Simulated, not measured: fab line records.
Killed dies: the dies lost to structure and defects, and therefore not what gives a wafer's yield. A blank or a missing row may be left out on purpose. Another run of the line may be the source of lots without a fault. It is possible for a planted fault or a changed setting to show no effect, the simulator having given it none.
fab line records | flow n5Finfet
[record] lots = 6 wafers = 18 lastDay = 15
route steps=1938 shown ILD0@341 SDB@347 PASSIVATION@1936
lots with no fault: from the same line, run without faults
startH: the number of hours between the record's first day and the start of the first shown wafer of the lot | waitH: time in hours since the lot's previous step | " the same as in the row above | L1.1+2: several wafers, shown together as one row | - either no value or no given start | * or withheld: withheld | < > ~ a bound
route shown NAME@n: a module of which the file shows steps, and the number in the route of the first | usual: mean and standard deviation over wafers with no fault | same: alike in all rows | chamber/n: place in a boat | sites: the reading at each site | _std_site: the values' standard deviation | _edge_site: mean of outer sites minus mean of inner sites | radiusMm: for every site, how far away it sits from the centre of the wafer | mask NAME#n: copy n | behind: the most recent tool/chamber to have shaped the wafer | hold: cause of the lot's hold/its duration in hours/its outcome | device: the n, p or np transistor that did not switch | end of line: tests run on the same wafers once the route is complete | a step given without rows: its recipe and nothing more | killed: at the first sort, the dies lost to defects and structure; wafer yield is something else | map: a wafer's dies, x killed, . not, _ none there
set.NAME: the setting that was run; set.NAME@STEP: the one run at that earlier step | model.NAME: the simulator's own value behind a step, which no gauge read
a table for each step, a row for each wafer; lots at some steps of the route
services: a tool's chamber out of use, with start hour (startH, from the record's first day; less than 0 if before it), hours out, and reason
[[steps]]
[step N5_ILD0_THK_MEAS_08]
[usual] thkNm = 138.2/1.5
// columns lot.wafer tool chamber startH waitH thkNm
L435.2 filmMetro-02 - 63.28 - 137.7
L435.3 " - " " 139.9
L435.5 " - " " 138.5
L436.1 filmMetro-01 - 69.89 - 135.2
L436.4 " - " " 135.8
L436.5 " - " " 138.5
L441.2 filmMetro-02 - 98.81 - 139.5
L441.4 " - " " 139.5
L441.6 " - " " 138.7
L442.3 filmMetro-02 - 105.61 - 139.5
L442.5 " - " " 135.9
L442.6 " - " " 138.8
L447.2 filmMetro-02 - 136.94 - 136.0
L447.4 " - " " 136.9
L447.5 " - " " 137.6
L448.1 filmMetro-01 - 141.16 - 138.9
L448.3 " - " " 138.1
L448.4 " - " " 138.7
[step N5_ILD0_PRECLEAN_10]
[recipe] chemistry = NF3:NH3 afsCycles = 5 timeS = 20 tempC = 30 sublimationTempC = 180 sublimationTimeS = 60 pressureTorr = 3 rfPowerW = 30
[step N5_ILD0_ALD_15]
[recipe] material = SiNx targetThkA = 240 tempC = 400 aldPrecursorFamily = SiH2I2 aldCoReactant = N2/H2-plasma pulseTimeS = 1 aldCycles = 480 purgeTimeS = 2 coReactantPurgeTimeS = 2 pressureTorr = 2
[usual] heaterPowerW = 850/94 precursorPulseHeightRel = 0.998/0.021 susceptorTempC = 400.01/0.22
// columns lot.wafer tool chamber startH waitH heaterPowerW precursorPulseHeightRel susceptorTempC
L435.2 aldSin-03 3 63.99 0.5 714 1.014 400.16
L435.3 " 0 " " 1008 0.949 400.14
L435.5 " 0 65.08 1.2 1050 0.999 400.25
L436.1 aldSin-04 3 70.65 0.6 990 0.985 400.11
L436.4 " 1 " " 757 1.031 399.96
L436.5 " 3 71.74 1.3 1008 0.993 400.36
L441.2 aldSin-01 2 99.53 0.5 785 1.010 400.22
L441.4 " 1 " " 806 0.963 399.67
L441.6 " 2 100.61 1.1 763 1.013 400.33
L442.3 aldSin-01 2 106.35 0.4 770 1.005 400.06
L442.5 " 3 107.43 1.2 815 1.019 400.23
L442.6 " 2 " " 777 0.980 400.36
L447.2 aldSin-04 3 138.66 1.2 993 0.982 400.19
L447.4 " 0 " " 772 0.971 399.85
L447.5 " 0 139.74 1.7 774 1.002 400.11
L448.1 aldSin-03 0 141.88 0.6 1019 1.015 399.94
L448.3 " 1 " " 904 1.030 400.39
L448.4 " 3 " " 730 0.996 399.69
[step N5_ILD0_CMP_12]
[recipe] stopOn = poly-Si material = SiNx tOverpolishS = 6 postCmpClean = alkalineBrush downForcePsi = 2.5 platenRpm = 51.8 padVelocityMS = 1.0307 targetThkNm = 17.67
[usual] motorCurrentA = 9.0/1.1 overpolishRunS = 6.000/0.009 timeToEndpointS = 28/3.3
// columns lot.wafer tool chamber startH waitH motorCurrentA overpolishRunS timeToEndpointS
L435.2 cmp-03 2 66.23 1.2 10.3 6.005 30
L435.3 " 3 " " 9.7 6.004 30
L435.5 " 2 " " 10.4 5.997 27
L436.1 cmp-03 2 72.85 1.1 10.1 5.988 31
L436.4 " 1 " " 7.8 5.987 32
L436.5 " 3 " " 9.7 6.002 33
L441.4 cmp-01 2 101.73 1.1 6.8 6.030 34
L441.2 " 1 " " 9.5 5.997 28
L441.6 " 2 " " 7.2 6.006 33
L442.3 cmp-01 1 108.66 1.2 9.3 6.001 29
L442.6 " 2 " " 7.3 6.006 33
L442.5 " 3 " " 9.0 6.016 30
L447.2 cmp-04 2 140.87 1.1 9.7 6.009 29
L447.4 " 1 " " 9.0 6.006 22
L447.5 " 3 " " 9.1 6.003 23
L448.1 cmp-01 0 144.08 1.1 9.4 5.991 25
L448.4 " 1 " " 8.8 5.995 29
L448.3 " 3 " " 8.8 6.020 28
[step N5_ILD0_THK_MEAS_13]
[usual] thkNm = 17.0/1.2
// columns lot.wafer tool chamber startH waitH thkNm
L435.2 filmMetro-01 - 66.49 - 17.5
L435.3 " - " " 16.3
L435.5 " - " " 16.4
L436.1 filmMetro-02 - 73.14 - 18.0
L436.4 " - " " 17.7
L436.5 " - " " 18.9
L441.2 filmMetro-01 - 102.03 - 17.3
L441.4 " - " " 17.7
L441.6 " - " " 18.0
L442.3 filmMetro-02 - 108.85 - 18.1
L442.5 " - " " 18.2
L442.6 " - " " 18.2
L447.2 filmMetro-02 - 141.16 - 19.0
L447.4 " - " " 16.9
L447.5 " - " " 17.7
L448.1 filmMetro-01 - 144.37 - 16.2
L448.3 " - " " 16.9
L448.4 " - " " 15.8
[step N5_ILD0_INSPECT_06]
[recipe] inspectInstrument = darkfield mode = postCmp
[usual] rawDefectCount = 38/19
// columns lot.wafer tool chamber startH waitH rawDefectCount
L435.2 defectInspect-02 - 66.52 0.0 32
L435.3 " - " " 63
L435.5 " - " " 30
L436.1 defectInspect-01 - 73.17 0.0 45
L436.4 " - " " 18
L436.5 " - " " 59
L441.2 defectInspect-01 - 102.05 0.0 71
L441.4 " - " " 117
L441.6 " - " " 66
L442.3 defectInspect-01 - 108.87 0.0 35
L442.5 " - " " 24
L442.6 " - " " 20
L447.2 defectInspect-01 - 141.19 0.0 37
L447.4 " - " " 28
L447.5 " - " " 33
L448.1 defectInspect-01 - 144.40 0.0 14
L448.3 " - " " 18
L448.4 " - " " 15
[step N5_SDB_HM_DEP_00]
[recipe] material = SiNx targetThkA = 400 tempC = 400 precursor = SiH4/NH3/N2 pressureTorr = 1.5 rfW = 300 timeS = 35.3
[usual] heaterPowerW = 799/84 showerheadPlenumPTorr = 5.13/0.037 susceptorTempC = 400.01/0.2 throttleValvePct = 39.3/1.7
// columns lot.wafer tool chamber startH waitH heaterPowerW showerheadPlenumPTorr susceptorTempC throttleValvePct
L435.2 pecvd-02 1 66.55 0.0 749 5.18 399.90 39.6
L435.3 " 2 " " 894 5.11 399.62 37.6
L435.5 " 2 " " 877 5.11 399.73 37.6
L436.1 pecvd-02 1 73.21 0.0 738 5.16 400.08 39.4
L436.4 " 1 " " 724 5.18 400.04 39.4
L436.5 " 2 " " 905 5.10 400.15 37.3
L441.2 pecvd-02 2 102.09 0.0 927 5.09 400.37 37.9
L441.4 " 0 " " 816 5.16 399.95 41.3
L441.6 " 1 " " 677 5.17 399.97 39.4
L442.3 pecvd-04 2 108.91 0.0 780 5.13 400.10 35.6
L442.5 " 2 " " 758 5.12 400.08 35.5
L442.6 " 1 " " 818 5.06 399.84 40.9
L447.2 pecvd-04 2 141.22 0.0 810 5.12 400.22 35.8
L447.4 " 0 " " 804 5.13 400.08 40.9
L447.5 " 1 " " 704 5.07 399.90 40.7
L448.1 pecvd-04 2 144.44 0.0 914 5.13 399.87 35.8
L448.3 " 1 " " 744 5.09 400.00 40.9
L448.4 " 0 " " 916 5.13 399.61 41.0
[step N5_SDB_COAT_03]
[recipe] resist = SOC tempC = 250 timeS = 60 spinRpm = 1500 resistThkNm = 100
[step N5_SDB_COAT_04]
[recipe] resist = SiARC tempC = 220 timeS = 60 spinRpm = 1500 resistThkNm = 18
[step N5_SDB_COAT_05]
[recipe] resist = CAR-ArF spinRpm = 1500 resistThkNm = 90
[step N5_SDB_EBR_07]
[recipe] solvent = PGMEA ebrWidthMm = 1.5
[step N5_SDB_SOFTBAKE_06]
[recipe] tempC = 110 timeS = 60 resist = CAR-ArF
[step N5_SDB_EXPOSE_08]
[recipe] maskId = SDB na = 1.35 sourceShape = conventional sigmaOuter = 0.5 polarization = unpolarized doseMj = 49.6
// columns lot.wafer tool chamber startH waitH mask model.SDB.overlayXNm
L435.2+3+5 arfiScanner-01 0 66.76 - SDB#0 0.2
L436.1+4+5 arfiScanner-03 0 73.53 - SDB#0 -0.4
L441.2+4+6 arfiScanner-03 0 102.29 - SDB#0 5.4
L442.3+5+6 arfiScanner-03 0 109.12 - SDB#0 5.8
L447.2+4+5 arfiScanner-01 0 141.55 - SDB#0 0.4
L448.1+3+4 arfiScanner-02 0 144.76 - SDB#0 0.2
[step N5_SDB_PEB_09]
[recipe] pebTempC = withheld pebTimeS = 60 resist = CAR-ArF
[step N5_SDB_DEVELOP_10]
[recipe] developTimeS = 30 developer = TMAH resist = CAR-ArF rinseLiquid = diw dry = airSpin devTempC = 23
[step N5_SDB_CD_MEAS_11]
[recipe] targetCdNm = 50 landingEnergyEv = 500 detector = seInlens polarity = opening
[usual] cdNm = 50.4/1.4
// columns lot.wafer tool chamber startH waitH cdNm
L435.2 cdSem-01 0 66.88 - 49.2
L435.3 " 0 " " 49.4
L435.5 " 0 " " 51.0
L436.1 cdSem-03 0 73.66 - 47.9
L436.4 " 0 " " 46.7
L436.5 " 0 " " 48.6
L441.2 cdSem-03 0 102.41 - 48.8
L441.4 " 0 " " 52.2
L441.6 " 0 " " 50.8
L442.3 cdSem-02 0 109.24 - 50.0
L442.5 " 0 " " 52.3
L442.6 " 0 " " 53.0
L447.2 cdSem-02 0 141.68 - 52.2
L447.4 " 0 " " 51.6
L447.5 " 0 " " 51.5
L448.1 cdSem-02 0 144.89 - 51.8
L448.3 " 0 " " 49.0
L448.4 " 0 " " 49.0
[step N5_SDB_OVL_MEAS_12]
[recipe] pointsPerWafer = 44
[usual] SDB_OVL = 0.2/0.72
// columns lot.wafer tool chamber startH waitH SDB_OVL[nm]
L435.2 overlay-02 0 66.91 0.0 0.2
L435.3 " 0 " " -0.2
L435.5 " 0 " " 1.3
L436.1 overlay-01 0 73.69 0.0 0.2
L436.4 " 0 " " -0.8
L436.5 " 0 " " -0.3
L441.2 overlay-02 0 102.44 0.0 4.6
L441.4 " 0 " " 5.2
L441.6 " 0 " " 4.9
L442.3 overlay-01 0 109.26 0.0 5.1
L442.5 " 0 " " 5.3
L442.6 " 0 " " 6.2
L447.2 overlay-02 0 141.71 0.0 0.3
L447.4 " 0 " " 1.3
L447.5 " 0 " " -1.2
L448.1 overlay-01 0 144.92 0.0 0.4
L448.3 " 0 " " 0.2
L448.4 " 0 " " 0.5
[step N5_SDB_INSPECT_13]
[recipe] mode = adi inspectInstrument = brightfield
[usual] rawDefectCount = 81/40
// columns lot.wafer tool chamber startH waitH rawDefectCount
L435.2 defectInspect-01 - 66.93 0.0 45
L435.3 " - " " 34
L435.5 " - " " 38
L436.1 defectInspect-02 - 73.71 0.0 147
L436.4 " - " " 89
L436.5 " - " " 112
L441.2 defectInspect-02 - 102.47 0.0 80
L441.4 " - " " 56
L441.6 " - " " 65
L442.3 defectInspect-02 - 109.29 0.0 56
L442.5 " - " " 48
L442.6 " - " " 67
L447.2 defectInspect-02 - 141.73 0.0 76
L447.4 " - " " 53
L447.5 " - " " 77
L448.1 defectInspect-01 - 144.94 0.0 72
L448.3 " - " " 72
L448.4 " - " " 86
[step N5_PASSIVATION_PROBE_49]
[usual] killed_at_M0_to_M3 = 32/11 killed_at_M4_up = 12/4.4 killedAtContacts = 13/6.1 killedAtFrontEnd = 39/12 killedAtOther = 3.9/3 killedDies = 100/17 killedOpen = 66/12 killedShort = 33/7.4
[same] grossDies = 1180 killedAtBackSide = 0
// columns lot.wafer tool chamber startH waitH killed_at_M0_to_M3 killed_at_M4_up killedAtContacts killedAtFrontEnd killedAtOther killedDies killedOpen killedShort
L442.3 prober-01 - 322.74 0.1 51 12 16 40 8 127 74 36
L442.5 prober-01 - 322.84 0.2 47 7 13 21 5 93 63 27
L442.6 prober-01 - 322.89 0.3 23 7 19 59 5 113 50 23
L441.2 prober-01 - 327.21 0.1 34 13 4 42 4 97 63 26
L441.4 prober-01 - 327.31 0.2 19 17 10 50 3 99 59 30
L441.6 prober-01 - 327.41 0.3 19 13 6 56 7 101 59 31
// killed by level:class
L442.3 SDB:overlay=15 BEOL_M0_SAQP:geometricParticle:short=13 BEOL_M3:geometricParticle:open=12 MOL_CONTACT_COAG:geometricParticle:open=12 BEOL_M0_SAQP:geometricParticle:open=10 BEOL_M2:geometricParticle:open=8 FIN_SAQP:geometricParticle:open=5 STI_FIN_REVEAL:geometricParticle:open=4
L442.5 BEOL_M0_SAQP:geometricParticle:open=14 BEOL_M2:geometricParticle:open=13 BEOL_M0_SAQP:geometricParticle:short=11 MOL_CONTACT_COAG:geometricParticle:open=9 FIN_SAQP:geometricParticle:open=4 MOL_CONTACT_COAG:geometricParticle:short=4 BEOL_M3:geometricParticle:open=4 FIN_SAQP:geometricParticle:short=3
L442.6 SDB:overlay=39 MOL_CONTACT_COAG:geometricParticle:open=14 BEOL_M0_SAQP:geometricParticle:open=8 GATE_CUT:geometricParticle:short=5 MOL_CONTACT_COAG:geometricParticle:short=5 BEOL_M0:geometricParticle:open=5 STI_FIN_REVEAL:geometricParticle:open=4 BEOL_M0_SAQP:geometricParticle:short=4
L441.2 STI_FIN_REVEAL:geometricParticle:open=13 BEOL_M3:geometricParticle:open=10 DUMMY_GATE:geometricParticle:open=7 BEOL_M1:geometricParticle:open=7 BEOL_M4:geometricParticle:open=7 SDB:overlay=7 BEOL_M0_SAQP:geometricParticle:short=5 FIN_SAQP:geometricParticle:open=3
L441.4 STI_FIN_REVEAL:geometricParticle:open=22 FIN_SAQP:geometricParticle:short=9 MOL_CONTACT_COAG:geometricParticle:open=6 BEOL_M4:geometricParticle:open=6 SDB:overlay=6 BEOL_M0:geometricParticle:open=5 FIN_SAQP:geometricParticle:open=3 MOL_CONTACT_COAG:geometricParticle:short=3
L441.6 STI_FIN_REVEAL:geometricParticle:open=13 FIN_SAQP:geometricParticle:open=8 FIN_SAQP:geometricParticle:short=7 BEOL_M0_SAQP:geometricParticle:short=5 SDB:overlay=5 HKMG_FIN:areaEtch=5 SPACER0:geometricParticle:open=4 MOL_CONTACT_COAG:geometricParticle:open=4
[[services]]
// columns tool chamber startH hours kind
pecvd-04 1 55.31 19.5 repair
cmp-01 - 56.47 6.3 repair
cmp-03 - 56.76 4.0 pm
cmp-01 - 64.07 2.1 repair
arfiScanner-03 - 66.29 1.3 pm
cmp-03 - 70.44 2.3 repair
cmp-01 - 73.19 1.0 repair
arfiScanner-03 - 74.55 3.1 pm
arfiScanner-01 - 80.61 21.0 pm
cmp-01 - 81.62 1.6 repair
arfiScanner-03 - 85.25 1.0 pm
aldSin-01 - 85.25 14.0 pm
pecvd-04 - 86.62 3.1 repair
cmp-03 - 87.43 4.6 repair
pecvd-04 2 93.30 11.0 repair
arfiScanner-03 - 103.10 0.8 pm
aldSin-03 - 107.42 14.6 pm
arfiScanner-01 - 117.83 0.8 pm
aldSin-03 - 123.64 3.7 repair
arfiScanner-01 - 125.25 1.0 pm
aldSin-03 - 129.82 1.7 repair
pecvd-04 0 131.15 6.1 repair
arfiScanner-03 - 132.04 4.9 pm
arfiScanner-03 - 140.99 0.6 repair
[[key]]
[firstSign] step = N5_SDB_OVL_MEAS_12 reading = SDB_OVL direction = up sigmas = 7 usual = 0.2 struck = 5.2
effect none on later readings
[modelEffect] step = N5_SDB_EXPOSE_08 value = SDB.overlayXNm without = 0 struck = 5.6
metAt N5_SDB_EXPOSE_08
struckWafers L441.2,L441.4,L441.6,L442.3,L442.5,L442.6
testerLeftOut L441,L442
onsetBetween 73.53 102.29
alsoFits N5_ILD0_ALD_15:aldSin-01
[fault] kind = scannerMatchingOverlay tool = arfiScanner-03 chamber = - onsetH = 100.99 steps = N5_SDB_EXPOSE_08 offset = 5.5992
// testerLeftOut: of these lots the tester's yield and bins aren't shown, on N5 and GAA mostly nor the transistor test; their killed dies are dies lost to structure and defects alone, not to doping, threshold or leakage, so they don't give the yield
